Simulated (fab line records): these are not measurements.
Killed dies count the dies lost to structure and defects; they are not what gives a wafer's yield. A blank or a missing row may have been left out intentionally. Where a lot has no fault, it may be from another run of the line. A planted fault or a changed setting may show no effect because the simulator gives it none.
fab line records	flow n5_finfet
record lots=10	wafers=30	last_day=18
route steps=1938 shown BEOL_M3@1015 BEOL_M4@1039
lots with no fault: from the same line, run without faults
start_h: the number of hours between the record's first day and the start of the first shown wafer of the lot	wait_h: hours from the lot's prior step to this one	" same as the row above	L1.1+2: a single row standing in for several wafers	- no value present, or no start provided	* or withheld: withheld	< > ~ a bound
route shown NAME@n: a module of which the file shows steps, and the number in the route of the first	usual: mean and standard deviation over wafers with no fault	same: alike in all rows	chamber/n: place in a boat	sites: each site's reading	_std_site: the standard deviation of these	_edge_site: inner sites' mean taken away from outer sites' mean	radius_mm: for every site, how far away it sits from the centre of the wafer	mask NAME#n: copy n	behind: the tool/chamber that last shaped the wafer	hold: what put the lot on hold/how long, in hours/how the hold closed	device: names the non-switching transistor (n, p or np)	end of line: tests of these same wafers at the route's end	for a step that has no rows: nothing shown but its recipe	killed: count of dies lost to structure and defects at first sort (not the wafer's yield)	map: shows each die of a wafer: x if killed, . if not, _ if none is there
set.NAME: the setting as run; set.NAME@STEP: as run at that earlier step	model.NAME: the simulator's own value behind a step, which no gauge read
steps of the route over a sample of lots; a table a step, a row a wafer
services: from which hour (start_h, from the record's first day; less than 0 if before it) a tool's chamber was out of use, for how many hours, and why
## steps
# step N5_BEOL_M3_PRE_CLEAN_60
# recipe gas=NH3/H2	time_s=15	temp_c=*	rf_power_w=300
# usual heater_power_w=76/15
lot.wafer	tool	chamber	start_h	wait_h	heater_power_w
L471.2	cvd_co-02	0	161.42	0.0	98
L471.4	"	2	"	"	61
L471.5	"	1	"	"	90
L474.1	cvd_co-02	0	176.16	0.0	97
L474.3	"	2	"	"	60
L474.5	"	1	"	"	92
L476.2	cvd_co-01	1	188.68	0.0	79
L476.3	"	0	"	"	57
L476.4	"	1	"	"	79
L478.2	cvd_co-01	0	191.62	0.0	57
L478.3	"	1	"	"	78
L478.4	"	1	"	"	79
L477.2	cvd_co-01	1	200.25	0.0	79
L477.3	"	2	"	"	64
L477.5	"	0	"	"	59
L484.2	cvd_co-02	0	273.65	0.0	97
L484.3	"	1	"	"	93
L484.5	"	1	"	"	93
L490.3	cvd_co-02	0	276.65	0.0	96
L490.4	"	0	"	"	98
L490.5	"	1	"	"	90
L485.3	cvd_co-01	0	281.63	0.0	57
L485.5	"	2	"	"	66
L485.6	"	1	"	"	78
L488.2	cvd_co-02	1	284.03	0.0	91
L488.4	"	2	"	"	62
L488.6	"	1	"	"	92
L487.1	cvd_co-02	0	287.24	0.0	98
L487.2	"	2	"	"	61
L487.3	"	1	"	"	93
# step N5_BEOL_M3_INSPECT_59
# recipe inspect_instrument=darkfield	mode=post_dep
# usual raw_defect_count=63/21
lot.wafer	tool	chamber	start_h	wait_h	raw_defect_count
L471.2	defect_inspect-01	-	161.67	0.0	70
L471.4	"	-	"	"	44
L471.5	"	-	"	"	56
L474.1	defect_inspect-02	-	176.41	0.0	60
L474.3	"	-	"	"	77
L474.5	"	-	"	"	68
L476.2	defect_inspect-01	-	188.93	0.0	74
L476.3	"	-	"	"	70
L476.4	"	-	"	"	113
L478.2	defect_inspect-02	-	191.90	0.0	32
L478.3	"	-	"	"	52
L478.4	"	-	"	"	34
L477.2	defect_inspect-01	-	200.50	0.0	88
L477.3	"	-	"	"	115
L477.5	"	-	"	"	75
L484.2	defect_inspect-02	-	273.90	0.0	46
L484.3	"	-	"	"	71
L484.5	"	-	"	"	32
L490.3	defect_inspect-02	-	276.91	0.0	72
L490.4	"	-	"	"	70
L490.5	"	-	"	"	58
L485.3	defect_inspect-01	-	281.88	0.0	92
L485.5	"	-	"	"	48
L485.6	"	-	"	"	67
L488.2	defect_inspect-02	-	284.28	0.0	84
L488.4	"	-	"	"	109
L488.6	"	-	"	"	69
L487.1	defect_inspect-02	-	287.49	0.0	73
L487.2	"	-	"	"	73
L487.3	"	-	"	"	45
# step N5_BEOL_M4_ETCH_63
# recipe chemistry=CF4	target=SiARC	target_depth_a=156	mask_material=CAR-EUV	time_s=26	ion_energy_ev=80	pressure_mtorr=40	source_w=545	bias_w=36	Ar_flow_sccm=100	cf4_flow_sccm=100	ends=cleared
# usual bias_w=36.01/0.12	chamber_pressure_mTorr=40.00/0.037	drypump_motor_current_A=6.0/0.42	etch_rf_on_time_s=25.7/0.84	oes_product_au=0.69/0.068	rf_vpp_V=184.0/1.3	showerhead_plenum_p_Torr=2.14/0.083	throttle_valve_pct=15.61/0.28
lot.wafer	tool	chamber	start_h	wait_h	bias_w	chamber_pressure_mTorr	drypump_motor_current_A	etch_rf_on_time_s	oes_product_au	rf_hours_counter_h	rf_vpp_V	showerhead_plenum_p_Torr	throttle_valve_pct
L471.2	rie_diel-03	2	162.66	0.0	35.90	39.95	5.1	27.5	0.60	188	183.7	2.13	15.59
L471.4	"	0	"	"	36.11	39.97	5.7	25.7	0.61	228	181.9	2.04	15.89
L471.5	"	0	"	"	36.12	39.99	5.7	25.7	0.60	-	182.8	2.04	15.89
L474.1	rie_diel-03	3	178.17	0.0	36.08	39.97	5.4	26.2	0.72	43	185.0	2.25	15.28
L474.3	"	1	"	"	36.13	39.98	5.9	27.0	0.71	54	182.9	2.19	15.91
L474.5	"	3	"	"	36.18	40.02	5.4	26.3	0.72	-	185.2	2.25	15.27
L476.2	rie_diel-02	0	192.17	0.0	36.04	40.05	6.4	27.0	0.61	191	182.3	2.05	15.78
L476.3	"	1	"	"	35.81	39.90	6.2	26.2	0.78	14	185.3	2.27	15.25
L476.4	"	0	"	"	35.85	39.95	6.4	26.8	0.61	-	182.0	2.05	15.80
L478.2	rie_diel-02	2	193.66	0.0	36.01	40.01	6.0	24.5	0.68	140	185.6	2.24	15.54
L478.3	"	0	"	"	36.22	39.98	6.4	26.2	0.61	192	182.8	2.05	15.80
L478.4	"	2	"	"	36.20	39.99	6.0	24.1	0.69	-	184.1	2.24	15.54
L477.2	rie_diel-04	3	201.61	0.0	36.08	40.02	5.3	24.7	0.77	38	182.9	2.09	15.27
L477.3	"	1	"	"	36.18	39.99	6.3	25.2	0.77	48	183.9	2.19	15.63
L477.5	"	2	"	"	36.19	40.00	6.3	25.8	0.61	-	182.3	2.04	16.08
L484.2	rie_diel-02	2	276.74	0.0	35.92	39.96	6.0	24.6	0.66	169	185.4	2.23	15.61
L484.3	"	0	"	"	36.09	39.92	6.3	26.9	0.58	224	181.3	2.04	15.85
L484.5	"	2	"	"	35.87	39.96	6.0	24.5	0.66	-	184.4	2.23	15.61
L490.3	rie_diel-04	3	278.49	0.0	36.10	39.95	5.3	24.7	0.73	65	182.1	2.08	15.31
L490.4	"	0	"	"	36.00	40.00	6.3	25.6	0.76	43	183.1	2.10	15.37
L490.5	"	3	"	"	35.95	40.03	5.3	24.8	0.73	-	183.3	2.08	15.32
L485.3	rie_diel-02	1	284.76	0.0	35.92	39.95	6.2	25.4	0.73	49	185.6	2.26	15.34
L485.5	"	1	"	"	35.93	39.94	6.2	25.5	0.73	-	184.7	2.26	15.32
L485.6	"	0	"	"	35.87	40.01	6.4	26.4	0.59	-	183.1	2.04	15.88
L488.2	rie_diel-04	3	285.20	0.0	35.99	40.05	5.3	24.7	0.72	66	184.0	2.08	15.30
L488.4	"	1	"	"	35.84	39.97	6.3	25.2	0.73	77	184.7	2.18	15.69
L488.6	"	0	"	"	35.94	39.89	6.3	25.4	0.75	-	185.0	2.10	15.36
L487.1	rie_diel-04	0	288.40	0.0	36.00	39.99	6.3	25.4	0.76	45	184.5	2.10	15.38
L487.2	"	1	"	"	35.89	40.00	6.3	25.1	0.74	78	183.8	2.18	15.68
L487.3	"	3	"	"	35.94	39.98	5.3	24.7	0.73	66	184.2	2.08	15.31
# step N5_BEOL_M4_COAT_68
# recipe resist=SiARC	temp_c=220	time_s=60	spin_rpm=1500	resist_thk_nm=12
# usual spin_speed_rpm=1500.1/0.8
lot.wafer	tool	chamber	start_h	wait_h	spin_speed_rpm
L471.2	litho_track-03	0	163.35	-	1499.0
L471.4	"	0	"	"	1501.5
L471.5	"	0	"	"	1501.3
L474.1	litho_track-03	0	178.94	-	1498.3
L474.3	"	0	"	"	1500.2
L474.5	"	0	"	"	1499.9
L476.2	litho_track-01	0	192.72	-	1499.9
L476.3	"	0	"	"	1499.8
L476.4	"	0	"	"	1501.5
L478.2	litho_track-03	0	194.09	-	1828.7
L478.3	"	0	"	"	1828.2
L478.4	"	0	"	"	1829.0
L477.2	litho_track-03	0	202.03	-	1828.3
L477.3	"	0	"	"	1829.4
L477.5	"	0	"	"	1829.2
L484.2	litho_track-01	0	277.17	-	1500.7
L484.3	"	0	"	"	1497.6
L484.5	"	0	"	"	1500.7
L490.3	litho_track-03	0	278.92	-	1500.4
L490.4	"	0	"	"	1501.0
L490.5	"	0	"	"	1500.8
L485.3	litho_track-03	0	285.22	-	1499.9
L485.5	"	0	"	"	1500.3
L485.6	"	0	"	"	1500.3
L488.2	litho_track-01	0	285.71	-	1499.6
L488.4	"	0	"	"	1500.6
L488.6	"	0	"	"	1500.2
L487.1	litho_track-01	0	288.82	-	1500.8
L487.2	"	0	"	"	1499.6
L487.3	"	0	"	"	1499.4
# step N5_BEOL_M4_RC_MEAS_101
# usual DIBL_N=36.3/1.9	DIBL_P=36.0/2.1	IOFF_N=0.16/0.031	IOFF_P=0.21/0.035	ION_N=675/14	ION_P=464/8.5	SS_N=71.5/0.6	SS_P=73.3/0.72	VT_N=250/3.2	VT_P=-250/3.1
lot.wafer	tool	chamber	start_h	wait_h	DIBL_N[mV/V]	DIBL_P[mV/V]	IOFF_N[nA/um]	IOFF_P[nA/um]	ION_N[uA/um]	ION_P[uA/um]	SS_N[mV/dec]	SS_P[mV/dec]	VT_N[mV]	VT_P[mV]
L471.2	prober-02	0	173.52	0.2	33.9	34.2	0.12	0.18	658	458	71.0	72.4	252	-251
L471.4	"	0	"	"	36.2	36.9	0.16	0.23	668	462	71.5	73.3	250	-248
L471.5	"	0	"	"	35.7	35.3	0.14	0.21	656	454	70.8	72.4	252	-249
L474.1	prober-02	0	186.04	0.0	36.8	36.4	0.15	0.20	654	452	72.1	73.0	254	-254
L474.3	"	0	"	"	35.1	34.4	0.13	0.18	664	455	70.7	72.6	253	-253
L474.5	"	0	"	"	34.9	34.6	0.13	0.18	668	459	71.4	73.1	253	-253
L476.2	prober-02	0	198.42	0.2	39.9	40.2	0.22	0.26	692	471	72.2	75.1	247	-246
L476.3	"	0	"	"	38.3	37.8	0.18	0.23	689	473	71.7	73.6	247	-246
L476.4	"	0	"	"	37.1	35.9	0.17	0.21	701	477	71.5	74.6	246	-248
L478.2	prober-01	0	202.23	0.2	33.6	31.7	0.10	0.16	667	464	70.8	71.8	257	-254
L478.3	"	0	"	"	36.4	35.0	0.14	0.21	675	462	72.4	72.9	252	-248
L478.4	"	0	"	"	35.0	34.1	0.12	0.20	663	462	70.9	72.1	255	-249
L477.2	prober-02	0	207.27	0.2	39.5	38.3	0.19	0.27	675	465	72.0	73.3	249	-247
L477.3	"	0	"	"	39.9	38.0	0.22	0.27	672	460	72.6	73.2	247	-244
L477.5	"	0	"	"	36.4	35.1	0.16	0.22	677	470	70.3	72.6	251	-247
L484.2	prober-01	0	285.25	0.2	37.7	35.8	0.17	0.22	691	473	72.6	73.5	248	-246
L484.3	"	0	"	"	36.4	34.5	0.15	0.19	675	462	72.1	72.9	250	-251
L484.5	"	0	"	"	37.2	34.4	0.16	0.19	676	460	72.3	72.9	251	-251
L490.3	prober-01	0	289.68	0.3	35.2	36.5	0.14	0.17	678	458	70.4	72.9	248	-257
L490.4	"	0	"	"	35.7	36.8	0.16	0.18	681	457	71.7	73.2	248	-254
L490.5	"	0	"	"	37.2	39.7	0.19	0.22	698	471	72.5	73.5	246	-250
L485.3	prober-01	0	302.67	0.3	33.1	32.6	0.11	0.14	665	450	69.9	72.3	255	-255
L485.5	"	0	"	"	37.4	37.9	0.17	0.21	680	470	71.8	73.6	253	-252
L485.6	"	0	"	"	33.9	34.1	0.12	0.15	664	453	70.9	72.7	254	-255
L488.2	prober-02	0	307.71	0.2	37.5	35.8	0.16	0.21	694	471	71.5	74.1	249	-249
L488.4	"	0	"	"	39.9	38.6	0.21	0.25	683	462	72.6	74.0	245	-247
L488.6	"	0	"	"	40.5	39.5	0.24	0.27	715	481	72.2	74.0	244	-245
L487.1	prober-01	0	313.40	0.0	38.9	37.9	0.18	0.24	673	462	71.4	74.0	248	-249
L487.2	"	0	"	"	36.9	34.5	0.15	0.19	673	456	71.2	73.6	249	-252
L487.3	"	0	"	"	37.8	36.4	0.15	0.22	648	451	72.2	74.2	253	-252
## services
tool	chamber	start_h	hours	kind
rie_diel-04	-	153.03	28.1	pm
rie_diel-02	1	162.01	21.4	repair
litho_track-01	-	166.82	-	consumable_replace:filter
cvd_co-01	-	177.96	0.5	repair
rie_diel-02	3	179.16	26.0	repair
cvd_co-02	-	180.74	0.7	repair
rie_diel-04	-	181.13	14.6	pm
cvd_co-01	0	228.17	7.7	repair
rie_diel-03	0	229.05	-	clean
rie_diel-03	0	229.05	-	consumable_replace:focus_ring
rie_diel-03	0	229.05	-	consumable_replace:showerhead
rie_diel-03	0	229.05	21.1	scheduled_down
rie_diel-03	0	229.05	21.1	vent_cycle
rie_diel-03	-	246.82	1.1	repair
rie_diel-04	0	253.23	8.6	repair
rie_diel-04	-	273.54	1.3	repair
litho_track-03	-	281.34	-	consumable_replace:filter
## key
first_sign step=N5_BEOL_M4_COAT_68	reading=spin_speed_rpm	direction=up	sigmas=99+	usual=*	struck=*
effect none on later readings
met_at N5_BEOL_M4_COAT_68
struck_lots L477,L478
not_acting_at N5_BEOL_M3_PRE_CLEAN_60,N5_BEOL_M3_INSPECT_59,N5_BEOL_M4_ETCH_63
onset_between 178.94 194.09
fault kind=process_parameter_drift	tool=litho_track-03	chamber=-	onset_h=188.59	steps=N5_BEOL_M4_COAT_68	channel=spin_rpm	offset=*	shape=step	end_h=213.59	acts_in=*	stated=*
